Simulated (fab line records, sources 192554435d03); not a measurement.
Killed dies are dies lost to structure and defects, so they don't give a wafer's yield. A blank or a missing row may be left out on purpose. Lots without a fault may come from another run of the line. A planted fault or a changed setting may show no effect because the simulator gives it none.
Chamber matching | flow n5_finfet | N5_BEOL_M8_STRIP_19 on rie_diel-02: 4 sister chambers
The step strips in O2. 30 wafers are shown with their chamber, then 12 later ones without.

WAFERS WITH THEIR CHAMBER
wafer  | chamber | showerhead_plenum_p_Torr (Torr) | throttle_valve_pct (%) | oes_product_au (a.u.)
L074.2 | 2       | 2.02                            | 16.64                  | 0.76
L074.3 | 3       | 2.05                            | 16.68                  | 0.88
L074.4 | 1       | 2.12                            | 16.46                  | 0.92
L077.1 | 0       | 2.10                            | 16.47                  | 0.78
L077.4 | 1       | 2.11                            | 16.46                  | 0.89
L077.6 | 3       | 2.05                            | 16.65                  | 0.87
L082.1 | 1       | 2.11                            | 16.50                  | 0.88
L082.2 | 3       | 2.04                            | 16.71                  | 0.85
L082.3 | 0       | 2.10                            | 16.47                  | 0.78
L082.4 | 2       | 2.02                            | 16.68                  | 0.74
L082.5 | 2       | 2.02                            | 16.69                  | 0.76
L082.6 | 3       | 2.04                            | 16.70                  | 0.85
L084.3 | 2       | 2.01                            | 16.70                  | 0.74
L084.5 | 3       | 2.04                            | 16.69                  | 0.84
L084.6 | 0       | 2.10                            | 16.50                  | 0.76
L088.1 | 2       | 2.01                            | 16.70                  | 0.73
L088.4 | 0       | 2.10                            | 16.53                  | 0.76
L088.5 | 3       | 2.04                            | 16.72                  | 0.83
L091.1 | 1       | 2.10                            | 16.52                  | 0.86
L091.2 | 3       | 2.04                            | 16.73                  | 0.84
L091.3 | 0       | 2.10                            | 16.51                  | 0.75
L091.4 | 2       | 2.01                            | 16.73                  | 0.73
L091.5 | 1       | 2.11                            | 16.51                  | 0.87
L091.6 | 0       | 2.10                            | 16.53                  | 0.76
L089.3 | 1       | 2.10                            | 16.54                  | 0.85
L089.5 | 1       | 2.10                            | 16.55                  | 0.83
L089.6 | 2       | 2.01                            | 16.71                  | 0.71
L092.2 | 0       | 2.09                            | 16.52                  | 0.75
L092.3 | 2       | 2.01                            | 16.73                  | 0.72
L092.4 | 2       | 2.01                            | 16.73                  | 0.72

SIGNATURES (means of the wafers above)
reading                  | chamber 0 | chamber 1 | chamber 2 | chamber 3 | scatter within a chamber
showerhead_plenum_p_Torr | 2.0986    | 2.1071    | 2.0133    | 2.0429    | 0.00545
throttle_valve_pct       | 16.5043   | 16.5057   | 16.7011   | 16.6971   | 0.0296
oes_product_au           | 0.7629    | 0.8714    | 0.7344    | 0.8514    | 0.0199
Rule: a wafer's distance from a chamber is the root of the sum, over the readings, of the square of ((its reading less the chamber's mean) divided by the reading's scatter). The wafer belongs to the nearest chamber; if the next one is less than 2 further off, it can't be placed. The scatter: the root of (the sum of the squares of (reading less its chamber's mean) over the shown wafers, divided by (wafers less chambers)).

WAFERS WITHOUT THEIR CHAMBER
wafer  | showerhead_plenum_p_Torr (Torr) | throttle_valve_pct (%) | oes_product_au (a.u.)
L095.1 | 2.01                            | 16.74                  | 0.72
L095.2 | 2.04                            | 16.74                  | 0.82
L095.3 | 2.10                            | 16.56                  | 0.84
L095.4 | 2.09                            | 16.55                  | 0.75
L095.5 | 2.04                            | 16.75                  | 0.82
L095.6 | 2.01                            | 16.74                  | 0.72
L096.3 | 2.03                            | 16.76                  | 0.82
L096.5 | 2.10                            | 16.54                  | 0.83
L096.6 | 2.09                            | 16.59                  | 0.75
L097.1 | 2.09                            | 16.56                  | 0.74
L097.4 | 2.00                            | 16.74                  | 0.71
L097.5 | 2.10                            | 16.54                  | 0.84

WHICH CHAMBER EACH WENT THROUGH
wafer  | from the rows above     | in truth
L095.1 | 2                       | 2
L095.2 | 3                       | 3
L095.3 | can't be placed: 1 or 0 | 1
L095.4 | 0                       | 0
L095.5 | 3                       | 3
L095.6 | 2                       | 2
L096.3 | 3                       | 3
L096.5 | can't be placed: 1 or 0 | 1
L096.6 | 0                       | 0
L097.1 | 0                       | 0
L097.4 | 2                       | 2
L097.5 | can't be placed: 1 or 0 | 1
Placed correctly: 9 of 12. Can't be placed from these rows: 3 (the true chamber is among the candidates in 3). Placed wrongly: 0.
